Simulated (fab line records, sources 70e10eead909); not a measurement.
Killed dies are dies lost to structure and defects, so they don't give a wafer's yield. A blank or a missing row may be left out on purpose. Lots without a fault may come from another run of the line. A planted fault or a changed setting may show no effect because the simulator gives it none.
fab line records | flow nand_harc
record lots=5 wafers=15 last_day=32
route steps=1302 shown P_M0@264 END@1302
lots that met no fault: from a run of the same line without faults
start_h: hours from the record's first day to the start of the lot's first wafer shown | wait_h: hours since the lot's step before | " the same as in the row above | L1.1+2: a row that stands for several wafers | - no value, or no start given | * or withheld: withheld | < > ~ a bound
route shown NAME@n: a module of which the file shows steps, and the number in the route of the first | usual: mean/standard deviation of fault-free wafers | same: alike in all rows | chamber/n: place in a boat | sites: the reading at each site | _std_site: their standard deviation | _edge_site: outer sites' mean less inner sites' | radius_mm: how far each site lies from the wafer's centre | mask NAME#n: copy n | behind: the tool/chamber that last shaped the wafer | hold: why the lot was held/for how many hours/how that ended | device: the transistor (n, p or np) that didn't switch | end of line: the same wafers' tests at the end of the route | a step without rows: its recipe alone | killed: dies lost to structure and defects at the first sort, not the wafer's yield | map: a wafer's dies, x killed, . not, _ none there
set.NAME: the setting as run; set.NAME@STEP: as run at that earlier step | model.NAME: the simulator's own value behind a step, which no gauge read
lots at some steps of the route; a table a step, a row a wafer
services: from which hour (start_h, from the record's first day; less than 0 if before it) a tool's chamber was out of use, for how many hours, and why
## steps
# step NHARC_P_M0_OVL_MEAS_10
# recipe pitch_nm=180
# usual overlay_x_nm=-0.1/0.85 overlay_y_nm=0.1/0.69
# columns lot.wafer tool chamber start_h wait_h overlay_x_nm overlay_y_nm
L835.1 overlay-01 - 149.56 - 0.2 -1.2
L835.3 " - " " 1.1 -0.6
L835.6 " - " " 0.6 -0.3
L842.2 overlay-01 - 225.53 - -0.4 0.1
L842.3 " - " " -0.4 0.6
L842.6 " - " " -0.2 1.1
L848.1 overlay-01 - 283.11 - 0.0 -0.6
L848.3 " - " " -0.7 -0.3
L848.6 " - " " -0.7 -0.2
L854.2 overlay-02 - 340.65 - 0.7 -0.7
L854.3 " - " " 1.2 0.0
L854.5 " - " " 1.5 -0.1
L855.2 overlay-01 - 347.91 - 0.6 -0.2
L855.4 " - " " 0.3 -0.4
L855.6 " - " " 0.8 -1.2
# step NHARC_P_M0_INSPECT_11
# usual raw_defect_count=4.8/2.8
# columns lot.wafer tool chamber start_h wait_h raw_defect_count
L835.1 defect_inspect-01 - 149.60 0.0 3
L835.3 " - " " 3
L835.6 " - " " 7
L842.2 defect_inspect-01 - 225.58 0.1 5
L842.3 " - " " 5
L842.6 " - " " 4
L848.1 defect_inspect-01 - 283.14 0.0 6
L848.3 " - " " 5
L848.6 " - " " 15
L854.2 defect_inspect-02 - 340.69 0.0 15
L854.3 " - " " 11
L854.5 " - " " 7
L855.2 defect_inspect-01 - 347.95 0.0 7
L855.4 " - " " 2
L855.6 " - " " 6
# step NHARC_P_M0_DESCUM_14
# recipe time_s=3 o2_flow_sccm=200 ar_flow_sccm=0 bias_power_w=0 chemistry=O2
# step NHARC_P_M0_ETCH_34
# recipe target_depth_a=400 overetch_a=120 time_s=43.94 ion_energy_ev=200 n2_flow_sccm=150 h2_flow_sccm=150 ar_flow_sccm=0 rf_w=400 bias_w=150 chemistry=N2/H2
# usual drypump_motor_current_A=5.6/0.51 n2_flow_sccm=150.0/0.5 oes_product_au=1.000/0.014 rf_vpp_V=430.2/2.9 showerhead_plenum_p_Torr=2.03/0.1 throttle_valve_pct=14.170/0.0094
# columns lot.wafer tool chamber start_h wait_h drypump_motor_current_A n2_flow_sccm oes_product_au rf_hours_counter_h rf_vpp_V showerhead_plenum_p_Torr throttle_valve_pct
L835.1 rie_diel-04 3 149.76 0.1 5.0 150.2 0.978 21 426.9 1.92 14.175
L835.3 " 2 " " 6.4 149.5 1.019 23 428.7 1.98 14.156
L835.6 " 1 " " 5.5 149.8 0.985 - 432.1 2.08 14.160
L842.2 rie_diel-04 3 225.72 0.1 5.0 150.5 1.002 8 426.6 1.91 14.164
L842.3 " 1 " " 5.5 150.7 1.002 7 430.8 2.07 14.164
L842.6 " 0 " " 6.0 150.2 1.007 - 434.7 2.16 14.151
L848.3 rie_diel-04 2 283.29 0.1 6.4 149.1 0.984 21 428.4 1.97 14.182
L848.1 " 3 " " 5.0 148.9 1.003 20 426.5 1.91 14.178
L848.6 " 2 " " 6.4 149.8 0.993 - 429.0 1.97 14.187
L854.2 rie_diel-04 3 340.85 0.1 5.0 149.8 0.996 30 427.0 1.91 14.192
L854.3 " 0 " " 6.0 149.3 1.018 30 433.6 2.15 14.162
L854.5 " 1 " " 5.5 149.9 1.010 - 432.5 2.07 14.162
L855.4 rie_diel-08 3 348.10 0.1 5.1 150.5 1.005 50 433.1 2.10 14.149
L855.2 " 0 " " 6.1 149.9 1.023 49 426.1 1.89 14.171
L855.6 " 2 " " 6.3 149.7 1.001 - 429.8 2.06 14.167
# step NHARC_P_M0_ETCH_15
# recipe target_depth_a=1500 overetch_a=150 time_s=82.5 c4f8_flow_sccm=withheld ar_flow_sccm=400 rf_w=600 bias_w=300 chemistry=C4F8/Ar
# usual oes_product_au=0.955/0.022 rf_vpp_V=441/3
# columns lot.wafer tool chamber start_h wait_h oes_product_au rf_hours_counter_h rf_vpp_V
L835.1 rie_diel-04 1 - - 0.947 23 442
L835.3 " 2 " " 0.980 23 438
L835.6 " 2 " " 0.971 - 439
L842.2 rie_diel-04 2 - - 0.978 8 438
L842.3 " 1 " " 0.990 7 442
L842.6 " 2 " " 0.974 - 439
L848.1 rie_diel-04 1 - - 0.983 20 442
L848.3 " 2 " " 0.963 21 439
L848.6 " 0 " " 0.990 - 444
L854.3 rie_diel-04 0 - - 0.971 30 443
L854.2 " 1 " " 0.972 29 441
L854.5 " 0 " " 0.970 - 444
L855.2 rie_diel-08 0 - - 0.949 49 434
L855.4 " 1 " " 0.942 52 442
L855.6 " 3 " " 0.939 - 443
# step NHARC_P_M0_CD_MEAS_16
# usual cd_nm=89.9/0.98
# columns lot.wafer tool chamber start_h wait_h cd_nm
L835.1 cd_sem-02 - 150.00 - 91.2
L835.3 " - " " 88.6
L835.6 " - " " 90.3
L842.2 cd_sem-02 - 225.94 - 90.0
L842.3 " - " " 89.8
L842.6 " - " " 90.9
L848.1 cd_sem-01 - 283.50 - 89.5
L848.3 " - " " 90.3
L848.6 " - " " 88.4
L854.2 cd_sem-01 - 341.05 - 90.8
L854.3 " - " " 88.2
L854.5 " - " " 89.5
L855.2 cd_sem-03 - 348.31 - 90.2
L855.4 " - " " 88.5
L855.6 " - " " 91.8
# step NHARC_P_M0_STRIP_18
# recipe power_w=1000 n2_flow_sccm=150 h2_flow_sccm=150 ar_flow_sccm=0 bias_w=0 chemistry=N2/H2
# step NHARC_P_M0_STRIP_19
# recipe time_s=600 temp_c=30 chemistry=post_etch_residue_remover
# step NHARC_P_M0_DEGAS_28
# recipe temp_c=250 time_s=60
# usual heater_power_w=346/35 susceptor_temp_C=249.98/0.17
# columns lot.wafer tool chamber start_h wait_h heater_power_w susceptor_temp_C
L835.1 pvd_sputter-01 - 150.68 - 339 249.50
L835.3 " - " " 313 249.87
L835.6 " - " " 320 249.84
L842.3 pvd_sputter-03 - 226.56 - 389 249.74
L842.2 " - " " 341 249.78
L842.6 " - " " 392 249.91
L848.1 pvd_sputter-03 - 284.12 - 373 249.88
L848.3 " - " " 386 250.08
L848.6 " - " " 389 250.05
L854.3 pvd_sputter-02 - 341.70 - 296 249.87
L854.2 " - " " 324 250.11
L854.5 " - " " 308 250.03
L855.2 pvd_sputter-02 - 348.94 - 316 250.07
L855.4 " - " " 294 250.19
L855.6 " - " " 446 250.04
# step NHARC_P_M0_PRE_CLEAN_29
# recipe time_s=30 temp_c=280 gas=H2/He
# usual heater_power_w=423/41 susceptor_temp_C=279.99/0.19
# columns lot.wafer tool chamber start_h wait_h heater_power_w susceptor_temp_C
L835.3 pvd_sputter-01 - - - 413 279.98
L835.1 " - " " 395 279.76
L835.6 " - " " 406 279.81
L842.3 pvd_sputter-03 - - - 476 279.99
L842.2 " - " " 432 280.18
L842.6 " - " " 417 280.07
L848.3 pvd_sputter-03 - - - 469 279.92
L848.1 " - " " 378 280.26
L848.6 " - " " 457 279.85
L854.2 pvd_sputter-02 - - - 362 279.73
L854.3 " - " " 535 280.03
L854.5 " - " " 365 279.73
L855.4 pvd_sputter-02 - - - 351 279.96
L855.2 " - " " 428 280.09
L855.6 " - " " 372 279.80
# step NHARC_P_M0_PVD_20
# recipe target_thk_a=50 bias_v=168.6 power_w=15000 chamber_pressure_pa=0.12 time_s=8.06 substrate_temp_c=50 material=TaN
# step NHARC_P_M0_PVD_21
# recipe target_thk_a=300 chamber_pressure_pa=5 power_w=5000 substrate_temp_c=30 time_s=20.49 material=Cu
# usual throttle_valve_pct=30.1/0.86
# columns lot.wafer tool chamber start_h wait_h throttle_valve_pct
L835.1 pvd_sputter-01 - - - 31.4
L835.3 " - " " 28.5
L835.6 " - " " 31.0
L842.3 pvd_sputter-03 - - - 30.9
L842.2 " - " " 29.6
L842.6 " - " " 30.1
L848.3 pvd_sputter-03 - - - 31.2
L848.1 " - " " 29.7
L848.6 " - " " 29.5
L854.2 pvd_sputter-02 - - - 29.5
L854.3 " - " " 29.6
L854.5 " - " " 29.8
L855.2 pvd_sputter-02 - - - 30.8
L855.4 " - " " 29.4
L855.6 " - " " 30.8
# step NHARC_P_M0_ECD_22
# recipe target_thk_a=4000 bath_temp_c=25 material=Cu
# columns lot.wafer tool chamber start_h wait_h
L835.1+3+6 ecd_cu-01 1,0,0 151.04 -
L842.2+3+6 ecd_cu-02 0,0,1 226.97 -
L848.1+3+6 ecd_cu-01 1,1,0 284.48 -
L854.2+3+5 ecd_cu-02 0 342.12 -
L855.2+4+6 ecd_cu-02 1 349.34 -
# step NHARC_P_M0_ANNEAL_30
# recipe temp_c=225 time_s=90
# step NHARC_P_M0_CMP_23
# recipe t_overpolish_s=20 target_thk_nm=117.54
# usual motor_current_A=11.3/0.93 slurry_filter_dp_kPa=13.50/0.14 time_to_endpoint_s=28/3.2
# columns lot.wafer tool chamber start_h wait_h motor_current_A slurry_filter_dp_kPa time_to_endpoint_s
L835.3 cmp-03 2 151.76 - 11.8 13.48 30
L835.1 " 0 " " 12.7 13.52 33
L835.6 " 2 " " 11.6 13.45 32
L842.2 cmp-03 2 227.72 - 12.1 13.54 9
L842.3 " 3 " " 10.8 13.48 13
L842.6 " 2 " " 12.1 13.61 32
L848.3 cmp-02 1 285.20 - 11.0 13.58 31
L848.1 " 3 " " 9.6 13.27 29
L848.6 " 2 " " 12.8 13.29 30
L854.2 cmp-01 1 342.86 - 10.2 13.39 32
L854.3 " 2 " " 12.1 13.62 27
L854.5 " 1 " " 10.0 13.44 33
L855.4 cmp-02 3 350.02 - 9.9 13.22 24
L855.2 " 1 " " 11.5 13.65 27
L855.6 " 3 " " 9.6 13.41 24
# step NHARC_P_M0_THK_MEAS_24
# recipe thk_meas_gauge=xrf
# usual thk_nm=117.1/1.6
# columns lot.wafer tool chamber start_h wait_h thk_nm
L835.1 film_metro-02 - 152.08 - 118.1
L835.3 " - " " 119.7
L835.6 " - " " 120.1
L842.2 film_metro-01 - 228.01 - 118.1
L842.3 " - " " 117.3
L842.6 " - " " 118.7
L848.1 film_metro-02 - 285.52 - 115.9
L848.3 " - " " 114.7
L848.6 " - " " 116.8
L854.2 film_metro-01 - 343.18 - 118.2
L854.3 " - " " 115.6
L854.5 " - " " 116.4
L855.2 film_metro-01 - 350.33 - 119.0
L855.4 " - " " 116.1
L855.6 " - " " 116.2
# step NHARC_END_SORT_01
# recipe temp_c=25
# usual defect_limited_yield=91.0/2.8 killed_at_array=56/19 killed_at_other=0.6/1 killed_at_periphery=3.9/2.7 killed_dies=61/19 killed_open=3.3/1.9 killed_short=2.4/1.7
# same gross_dies=677
# columns lot.wafer tool chamber start_h wait_h defect_limited_yield[%] killed_at_array killed_at_other killed_at_periphery killed_dies killed_open killed_short
L835.1 prober-02 0 588.15 2.5 87.9 81 0 1 82 6 1
L835.3 prober-02 0 589.76 3.1 90.4 61 0 4 65 4 3
L835.6 prober-02 0 592.18 4.0 88.3 76 0 3 79 5 3
L842.2 prober-02 0 667.31 2.8 86.9 81 2 6 89 5 0
L842.3 prober-02 0 668.11 3.1 87.0 85 1 2 88 2 3
L842.6 prober-02 0 670.50 4.0 87.4 82 1 2 85 3 3
# killed by level:class
L835.1 A_CHANNEL_HOLE_D1:chamber_film_flake=36 A_SLIT:chamber_film_flake=22 A_CHANNEL_HOLE_D2:chamber_film_flake=10 A_CONTACT:chamber_film_flake=5 A_ONON_D1:geometric_particle:open=1 A_ONON_D1:geometric_particle:short=1 A_CHANNEL_FILL_D2:geometric_particle:open=1 A_WL_FILL:geometric_particle:open=1
L835.3 A_CHANNEL_HOLE_D1:chamber_film_flake=34 A_SLIT:chamber_film_flake=14 A_CHANNEL_HOLE_D2:chamber_film_flake=5 P_ZERO_WELL:geometric_particle:short=1 P_CONTACT:geometric_particle:open=1 A_ONON_D1:geometric_particle:short=1 A_CHANNEL_FILL_D2:geometric_particle:short=1 A_CHANNEL_FILL_D2:geometric_particle:open=1
L835.6 A_CHANNEL_HOLE_D1:chamber_film_flake=35 A_SLIT:chamber_film_flake=25 A_STAIRCASE:chamber_film_flake=3 A_CHANNEL_HOLE_D2:chamber_film_flake=3 A_CHANNEL_FILL_D1:geometric_particle:open=2 P_ZERO_WELL:chamber_film_flake=2 A_SOURCE_PLATE:geometric_particle:open=1 A_ONON_D1:geometric_particle:short=1
L842.2 A_SLIT:chamber_film_flake=35 A_CHANNEL_HOLE_D1:chamber_film_flake=27 A_CHANNEL_HOLE_D2:chamber_film_flake=11 P_M0:area_ecd=5 THIN_TSV:chamber_film_flake=2 A_CONTACT:chamber_film_flake=2 A_SOURCE_PLATE:geometric_particle:open=1 A_ONON_D1:geometric_particle:open=1
L842.3 A_SLIT:chamber_film_flake=33 A_CHANNEL_HOLE_D1:chamber_film_flake=28 A_CHANNEL_HOLE_D2:chamber_film_flake=11 A_STAIRCASE:chamber_film_flake=3 P_GATE:chamber_film_flake=2 A_CONTACT:chamber_film_flake=2 A_M1:chamber_film_flake=2 A_SOURCE_PLATE:geometric_particle:open=1
L842.6 A_CHANNEL_HOLE_D1:chamber_film_flake=33 A_SLIT:chamber_film_flake=32 A_CHANNEL_HOLE_D2:chamber_film_flake=8 A_CONTACT:chamber_film_flake=2 A_CHANNEL_HOLE_D1:geometric_particle:short=1 A_CHANNEL_HOLE_D2:geometric_particle:open=1 A_SGD_CUT:geometric_particle:open=1 A_WL_FILL:geometric_particle:short=1
## services
# columns tool chamber start_h hours kind
cmp-03 - 131.90 2.3 repair
cmp-02 - 134.50 4.0 pm
rie_diel-08 1 142.52 4.5 repair
rie_diel-04 0 142.94 8.9 repair
cmp-02 - 148.98 0.9 repair
rie_diel-08 3 149.49 13.8 repair
rie_diel-04 2 151.32 15.3 repair
ecd_cu-01 - 160.22 8.0 pm
rie_diel-04 3 160.47 7.7 repair
cmp-03 - 168.97 4.0 pm
pvd_sputter-03 - 170.01 10.0 pm
cmp-03 - 177.48 0.8 repair
rie_diel-04 - 177.90 9.0 pm
pvd_sputter-02 - 187.88 6.7 repair
rie_diel-08 - 190.84 9.0 pm
rie_diel-08 2 222.95 9.8 repair
pvd_sputter-01 - 226.00 10.0 pm
cmp-02 - 226.57 3.5 repair
ecd_cu-02 - 244.28 8.0 pm
pvd_sputter-03 - 247.90 3.4 repair
ecd_cu-02 - 268.12 0.6 repair
pvd_sputter-02 - 282.00 10.0 pm
ecd_cu-02 - 285.52 0.4 repair
pvd_sputter-03 - 348.01 10.0 pm
## key
first_sign step=NHARC_P_M0_CMP_23 reading=time_to_endpoint_s direction=down sigmas=5.2 usual=* struck=*
effect none on later readings
met_at NHARC_P_M0_ECD_22
struck_wafers L842.2,L842.3
fault kind=process_parameter_drift tool=ecd_cu-02 chamber=- onset_h=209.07 steps=NHARC_P_M0_ECD_22 channel=target_thk_a offset=* shape=step end_h=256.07 scope=struck_wafers_only acts_in=* stated=*
